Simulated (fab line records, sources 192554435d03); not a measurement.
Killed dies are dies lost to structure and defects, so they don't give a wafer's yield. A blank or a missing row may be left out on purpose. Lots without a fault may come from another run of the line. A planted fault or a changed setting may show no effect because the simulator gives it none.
Split-lot experiment | flow n5_finfet | 7 lots, 21 wafers read, on a route of 1938 steps

THE SPLIT
At N5_MOL_CONTACT_COAG_COAT_58 (time 60 s, resist thk 10 nm), the setting spin_rpm was moved away from the recipe's 1500 rpm on 6 of the 21 wafers read, by -4.9% to +7.2%. The other wafers ran this setting at the recipe's value.

FROM THE SPLIT TO THE READING: what the file shows between them, 3 steps
- N5_MOL_CONTACT_COAG_COAT_02: resist thk 30 nm
- N5_MOL_CONTACT_COAG_EBR_04
- N5_MOL_CONTACT_COAG_DESCUM_13: chemistry O2, time 7 s

THE READING
etch.depth_nm (the simulator's own value, which no gauge read), in nm, at N5_MOL_CONTACT_COAG_ETCH_59 (etches underlayer in N2/H2, target depth 13 nm, time 10.4 s). The file gives no usual value for it. The 15 wafers here that ran the recipe average 9.993 nm, standard deviation 0.031 nm.

wafer  | tool, chamber at the split | spin_rpm as run, rpm | against the recipe | etch.depth_nm, nm | against lot-mates on the recipe
L074.2 | litho_track-01, 0          | 1426                 | -4.9%              | 10.26             | +0.263
L074.3 | litho_track-01, 0          | 1500                 | recipe             | 9.999             | -
L074.6 | litho_track-01, 0          | 1500                 | recipe             | 9.994             | -
L076.1 | litho_track-03, 0          | 1500                 | recipe             | 10.04             | -
L076.2 | litho_track-03, 0          | 1500                 | recipe             | 10.03             | -
L076.5 | litho_track-03, 0          | 1562                 | +4.1%              | 9.831             | -0.204
L083.2 | litho_track-04, 0          | 1500                 | recipe             | 10                | -
L083.3 | litho_track-04, 0          | 1500                 | recipe             | 9.992             | -
L083.5 | litho_track-04, 0          | 1500                 | recipe             | 9.996             | -
L084.1 | litho_track-03, 0          | 1561                 | +4.1%              | 9.8               | -0.196
L084.3 | litho_track-03, 0          | 1500                 | recipe             | 10                | -
L084.6 | litho_track-03, 0          | 1500                 | recipe             | 9.992             | -
L092.1 | litho_track-03, 0          | 1500                 | recipe             | 9.995             | -
L092.4 | litho_track-03, 0          | 1500                 | recipe             | 10.03             | -
L092.6 | litho_track-03, 0          | 1500                 | recipe             | 9.979             | -
L094.1 | litho_track-03, 0          | 1443                 | -3.8%              | 10.15             | +0.224
L094.3 | litho_track-03, 0          | 1500                 | recipe             | 9.912             | -
L094.5 | litho_track-03, 0          | 1500                 | recipe             | 9.94              | -
L095.1 | litho_track-03, 0          | 1608                 | +7.2%              | 9.677             | -0.319
L095.2 | litho_track-03, 0          | 1608                 | +7.2%              | 9.666             | -0.330
L095.4 | litho_track-03, 0          | 1500                 | recipe             | 9.996             | -

THE FIT
A straight line over all 21 wafers: etch.depth_nm changes by -0.0456 nm for each +1% of spin_rpm; r = -0.98; the points scatter about the line by 0.03 nm.
The same after taking each lot's own level away (the mean of its wafers on the recipe; 21 wafers): -0.0485 nm for each +1%; r = -0.99; scatter 0.016 nm.
On that fit, the largest move of spin_rpm shifts the reading by 0.35 nm.
The lots' own levels span 9.9260 to 10.0350 nm, that is 3.5 times the standard deviation above.
So the lot-to-lot level changes the slope little: the two slopes agree.
Check: with one of the wafers moved furthest among these (+7.2%) left out of the fit, the line predicts -0.355 nm for it against its lot-mates. It came out at -0.319 nm against them.

OTHER SPLITS ON THESE WAFERS
These wafers also went through other splits before the reading. Each is held against what the fit with the lots' levels taken away leaves over:
other split on the same wafers | wafers away from the commonest value | r with etch.depth_nm (lot level and that fit taken away)
N5_GATE_CUT_ETCH_56 icp_w      | 8                                    | +0.03
N5_GATE_CUT_ALD_22 ald_cycles  | 7                                    | +0.09

THE WHOLE CHAIN: every reading that the file lists as answering this split, in the file's order
step                        | what it does                                                | reading                                                                                        | change (the file's fit)                | r (the file's)
N5_MOL_CONTACT_COAG_COAT_58 | time 60 s, resist thk 10 nm                                 | underlayer_of_MOL_CONTACT_COAG_COAT_58.thk_nm (the simulator's own value, which no gauge read) | -0.0504 nm for each +1% of the setting | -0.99
N5_MOL_CONTACT_COAG_ETCH_59 | etches underlayer in N2/H2, target depth 13 nm, time 10.4 s | etch.depth_nm (the simulator's own value, which no gauge read)                                 | -0.0495 nm for each +1% of the setting | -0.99

THE FILE'S OWN FIT
etch.depth_nm changes by -0.0495 nm for each +1% of spin_rpm, r = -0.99.
